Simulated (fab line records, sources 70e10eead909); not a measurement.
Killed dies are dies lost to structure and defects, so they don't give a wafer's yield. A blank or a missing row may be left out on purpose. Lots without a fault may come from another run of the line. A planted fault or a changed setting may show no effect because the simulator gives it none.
fab line records | flow nand_harc
record lots=7 wafers=18 last_day=31
route steps=1302 shown A_ONON_D1@432
lots that met no fault: from a run of the same line without faults
start_h: hours from the record's first day to the start of the lot's first wafer shown | wait_h: hours since the lot's step before | " the same as in the row above | L1.1+2: a row that stands for several wafers | - no value, or no start given | * or withheld: withheld | < > ~ a bound
route shown NAME@n: a module of which the file shows steps, and the number in the route of the first | usual: mean/standard deviation of fault-free wafers | same: alike in all rows | chamber/n: place in a boat | sites: the reading at each site | _std_site: their standard deviation | _edge_site: outer sites' mean less inner sites' | radius_mm: how far each site lies from the wafer's centre | mask NAME#n: copy n | behind: the tool/chamber that last shaped the wafer | hold: why the lot was held/for how many hours/how that ended | device: the transistor (n, p or np) that didn't switch | end of line: the same wafers' tests at the end of the route | a step without rows: its recipe alone | killed: dies lost to structure and defects at the first sort, not the wafer's yield | map: a wafer's dies, x killed, . not, _ none there
set.NAME: the setting as run; set.NAME@STEP: as run at that earlier step | model.NAME: the simulator's own value behind a step, which no gauge read
lots at some steps of the route; a table a step, a row a wafer
services: from which hour (start_h, from the record's first day; less than 0 if before it) a tool's chamber was out of use, for how many hours, and why
## steps
# step NHARC_A_ONON_D1_DEP_12
# recipe target_thk_a=10000 n2_flow_sccm=2750 n2o_flow_sccm=2000 nh3_flow_sccm=500 sih4_flow_sccm=210 temp_c=400
# step NHARC_A_ONON_D1_THK_MEAS_14
# recipe thk_meas_gauge=ellipsometry
# usual thk_nm=999/11
# columns lot.wafer tool chamber start_h wait_h thk_nm
L467.1 film_metro-02 - 213.95 - 1000
L467.2 " - " " 1000
L467.4 " - " " 1000
L469.1 film_metro-01 - 235.08 - 1013
L469.4 " - " " 1015
L469.6 " - " " 1014
L470.3 film_metro-01 - 242.79 - 989
L470.5 " - " " 988
L471.3 film_metro-01 - 258.38 - 986
L471.5 " - " " 986
L472.3 film_metro-02 - 262.75 - 1004
L472.5 " - " " 1003
L480.2 film_metro-02 - 352.89 - 992
L480.3 " - " " 992
L480.5 " - " " 991
L482.3 film_metro-01 - 362.58 - 996
L482.4 " - " " 996
L482.5 " - " " 995
# step NHARC_A_ONON_D1_ANNEAL_15
# recipe temp_c=750 time_s=3600
# step NHARC_A_ONON_D1_DEP_16
# recipe target_thk_a=10000 n2_flow_sccm=2750 n2o_flow_sccm=2000 nh3_flow_sccm=500 sih4_flow_sccm=210 temp_c=400
# step NHARC_A_ONON_D1_THK_MEAS_18
# recipe thk_meas_gauge=ellipsometry
# usual thk_nm=1001/9.4
# columns lot.wafer tool chamber start_h wait_h thk_nm
L467.1 film_metro-02 - 222.15 - 1004
L467.2 " - " " 1003
L467.4 " - " " 1004
L469.1 film_metro-02 - 242.91 - 1017
L469.4 " - " " 1018
L469.6 " - " " 1019
L470.3 film_metro-02 - 256.91 - 986
L470.5 " - " " 987
L471.3 film_metro-02 - 266.16 - 1006
L471.5 " - " " 1006
L472.3 film_metro-02 - 270.53 - 998
L472.5 " - " " 997
L480.2 film_metro-02 - 362.50 - 999
L480.3 " - " " 1000
L480.5 " - " " 998
L482.3 film_metro-01 - 370.79 - 1007
L482.4 " - " " 1007
L482.5 " - " " 1008
# step NHARC_A_ONON_D1_DEP_19
# recipe target_thk_a=10000 n2_flow_sccm=2750 n2o_flow_sccm=2000 nh3_flow_sccm=500 sih4_flow_sccm=210 temp_c=400
# step NHARC_A_ONON_D1_THK_MEAS_21
# recipe thk_meas_gauge=ellipsometry
# usual thk_nm=1002/9.7
# columns lot.wafer tool chamber start_h wait_h thk_nm
L467.1 film_metro-01 - 222.74 - 1003
L467.2 " - " " 1003
L467.4 " - " " 1003
L469.1 film_metro-01 - 243.48 - 1008
L469.4 " - " " 1007
L469.6 " - " " 1006
L470.3 film_metro-02 - 257.47 - 1007
L470.5 " - " " 1008
L471.3 film_metro-01 - 266.72 - 1007
L471.5 " - " " 1007
L472.3 film_metro-01 - 271.10 - 985
L472.5 " - " " 984
L480.2 film_metro-01 - 363.07 - 1005
L480.3 " - " " 1002
L480.5 " - " " 1002
L482.3 film_metro-02 - 371.36 - 985
L482.4 " - " " 986
L482.5 " - " " 987
# step NHARC_A_ONON_D1_DEP_22
# recipe target_thk_a=10000 n2_flow_sccm=2750 n2o_flow_sccm=2000 nh3_flow_sccm=500 sih4_flow_sccm=210 temp_c=400
# step NHARC_A_ONON_D1_THK_MEAS_24
# recipe thk_meas_gauge=ellipsometry
# usual thk_nm=999/11
# columns lot.wafer tool chamber start_h wait_h thk_nm
L467.1 film_metro-01 - 223.31 - 989
L467.2 " - " " 989
L467.4 " - " " 990
L469.1 film_metro-02 - 244.05 - 990
L469.4 " - " " 988
L469.6 " - " " 990
L470.3 film_metro-01 - 258.04 - 997
L470.5 " - " " 996
L471.3 film_metro-01 - 267.29 - 1011
L471.5 " - " " 1011
L472.3 film_metro-02 - 271.65 - 988
L472.5 " - " " 987
L480.2 film_metro-01 - 363.64 - 1007
L480.3 " - " " 1008
L480.5 " - " " 1007
L482.3 film_metro-02 - 371.93 - 977
L482.4 " - " " 978
L482.5 " - " " 981
# step NHARC_A_ONON_D1_DEP_25
# recipe target_thk_a=10000 n2_flow_sccm=2750 n2o_flow_sccm=2000 nh3_flow_sccm=500 sih4_flow_sccm=210 temp_c=400
# step NHARC_A_ONON_D1_THK_MEAS_27
# recipe thk_meas_gauge=ellipsometry
# usual thk_nm=998/7.9
# columns lot.wafer tool chamber start_h wait_h thk_nm
L467.1 film_metro-02 - 223.87 - 995
L467.2 " - " " 992
L467.4 " - " " 992
L469.1 film_metro-02 - 244.61 - 991
L469.4 " - " " 988
L469.6 " - " " 988
L470.3 film_metro-01 - 258.60 - 990
L470.5 " - " " 990
L471.3 film_metro-01 - 267.85 - 992
L471.5 " - " " 992
L472.3 film_metro-02 - 272.22 - 995
L472.5 " - " " 995
L480.2 film_metro-02 - 364.23 - 1002
L480.3 " - " " 1002
L480.5 " - " " 1003
L482.3 film_metro-01 - 372.51 - 1002
L482.4 " - " " 1001
L482.5 " - " " 1001
# step NHARC_A_ONON_D1_DEP_28
# recipe target_thk_a=10000 n2_flow_sccm=2750 n2o_flow_sccm=2000 nh3_flow_sccm=500 sih4_flow_sccm=210 temp_c=400
# columns lot.wafer tool chamber start_h wait_h
L467.1+2+4 pecvd_onon-02 0 223.93 0.1
L469.1+4+6 pecvd_onon-03 0 244.67 0.1
L470.3+5 pecvd_onon-02 0 258.77 0.2
L471.3+5 pecvd_onon-02 0 268.02 0.2
L472.3+5 pecvd_onon-02 0 272.59 0.4
L480.2+3+5 pecvd_onon-03 0 364.34 0.1
L482.3+4+5 pecvd_onon-01 0 372.68 0.2
# step NHARC_A_ONON_D1_THK_MEAS_30
# recipe thk_meas_gauge=ellipsometry
# usual thk_nm=999/8.7
# columns lot.wafer tool chamber start_h wait_h hold thk_nm
L467.1 film_metro-02 - 224.45 - - 1008
L467.2 " - " " - 1007
L467.4 " - " " - 1009
L469.1 film_metro-02 - 245.18 - - 998
L469.4 " - " " - 999
L469.6 " - " " - 996
L470.3 film_metro-01 - 259.17 - await_dispo/0.2h/release 1615
L470.5 " - " " await_dispo/0.2h/release 1615
L470.3 film_metro-01 - 259.34 0.2 - 1617
L470.5 " - " " - 1615
L471.3 film_metro-01 - 268.42 - await_dispo/0.2h/release 1629
L471.5 " - " " await_dispo/0.2h/release 1628
L471.3 film_metro-01 - 268.59 0.2 - 1630
L471.5 " - " " - 1629
L472.3 film_metro-02 - 272.98 - await_dispo/0.2h/release 1618
L472.5 " - " " await_dispo/0.2h/release 1621
L472.3 film_metro-02 - 273.16 0.2 - 1620
L472.5 " - " " - 1618
L480.2 film_metro-01 - 364.79 - - 1002
L480.3 " - " " - 1005
L480.5 " - " " - 1003
L482.3 film_metro-01 - 373.08 - - 979
L482.4 " - " " - 980
L482.5 " - " " - 979
# step NHARC_A_ONON_D1_DEP_33
# recipe target_thk_a=2000 temp_c=400 pressure_torr=6.5 rf_w=900 teos_flow_sccm=161.4 flow_sccm=2650 target_thk_nm=200 gas=O2 material=SiO2
# usual heater_power_w=540/65 rf_fwd_power_W=897.7/2.7 throttle_valve_pct=15.9/0.57
# columns lot.wafer tool chamber start_h wait_h hold heater_power_w rf_fwd_power_W throttle_valve_pct
L467.2 pecvd-02 2 224.58 0.1 - 610 896.2 16.3
L467.1 " 0 " " - 523 896.7 15.5
L467.4 " 0 " " - 526 899.2 15.4
L469.1 pecvd-01 1 245.24 0.1 - 496 903.3 16.3
L469.6 " 1 " " - 512 903.4 16.5
L469.4 " 0 " " - 549 899.2 16.4
L470.3 pecvd-02 2 266.00 6.7 await_dispo/6.6h/release 565 899.2 16.2
L470.5 " 1 " " await_dispo/6.6h/release 515 901.3 14.8
L471.3 pecvd-01 0 275.30 6.7 await_dispo/6.6h/release 523 900.6 16.5
L471.5 " 0 " " await_dispo/6.6h/release 539 900.0 16.4
L472.3 pecvd-01 2 276.64 3.5 await_dispo/3.4h/release 575 894.6 15.2
L472.5 " 2 " " await_dispo/3.4h/release 558 895.0 15.6
L480.3 pecvd-02 1 364.85 0.1 - 526 901.1 14.8
L480.2 " 0 " " - 446 902.9 15.8
L480.5 " 1 " " - 529 899.3 14.8
L482.3 pecvd-02 2 373.18 0.1 - 543 896.3 16.4
L482.5 " 2 " " - 550 894.8 16.5
L482.4 " 0 " " - 569 898.3 15.7
## services
# columns tool chamber start_h hours kind
pecvd-01 1 212.34 20.4 repair
pecvd_onon-03 - 227.00 13.0 pm
pecvd-02 - 227.29 13.0 pm
pecvd-02 0 227.29 13.0 vent_cycle
pecvd-02 1 227.29 13.0 vent_cycle
pecvd-02 2 227.29 13.0 vent_cycle
pecvd-02 0 240.29 - clean
pecvd-02 1 240.29 - clean
pecvd-02 2 240.29 - clean
pecvd-02 0 263.83 6.9 repair
pecvd_onon-01 - 269.24 13.0 pm
pecvd-02 - 297.09 0.6 repair
pecvd-01 - 311.14 13.0 pm
pecvd-01 0 311.14 13.0 vent_cycle
pecvd-01 1 311.14 13.0 vent_cycle
pecvd-01 2 311.14 13.0 vent_cycle
pecvd-01 0 324.14 - clean
pecvd-01 1 324.14 - clean
pecvd-01 2 324.14 - clean
pecvd_onon-02 - 366.00 13.0 pm
pecvd-01 1 368.43 6.6 repair
## key
first_sign step=NHARC_A_ONON_D1_THK_MEAS_30 reading=visit direction=added
effect step=NHARC_A_ONON_D1_THK_MEAS_30 reading=thk_nm direction=up sigmas=72 usual=999 struck=1621
met_at NHARC_A_ONON_D1_DEP_28
struck_wafers L470.3,L470.5,L471.3,L471.5,L472.3,L472.5
later_rows_left_out L470.3,L470.5,L471.3,L471.5,L472.3,L472.5
sort_left_out L470.3,L470.5,L471.3,L471.5,L472.3,L472.5
tester_left_out L470,L471,L472
onset_between 223.93 258.77
fault kind=process_parameter_drift tool=pecvd_onon-02 chamber=- onset_h=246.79 steps=NHARC_A_ONON_D1_DEP_28 channel=target_thk_a offset=* shape=step end_h=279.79 scope=struck_wafers_only acts_in=* stated=*
# tester_left_out: of these lots the tester's yield and bins aren't shown, on N5 and GAA mostly nor the transistor test; their killed dies are dies lost to structure and defects alone, not to doping, threshold or leakage, so they don't give the yield
# sort_left_out: the simulated sort isn't trusted on such a fault, so these wafers' sort isn't shown, and their yield isn't known
# later_rows_left_out: the simulator's readings of these wafers behind a module that went badly wrong aren't trusted and aren't shown, but for the sort
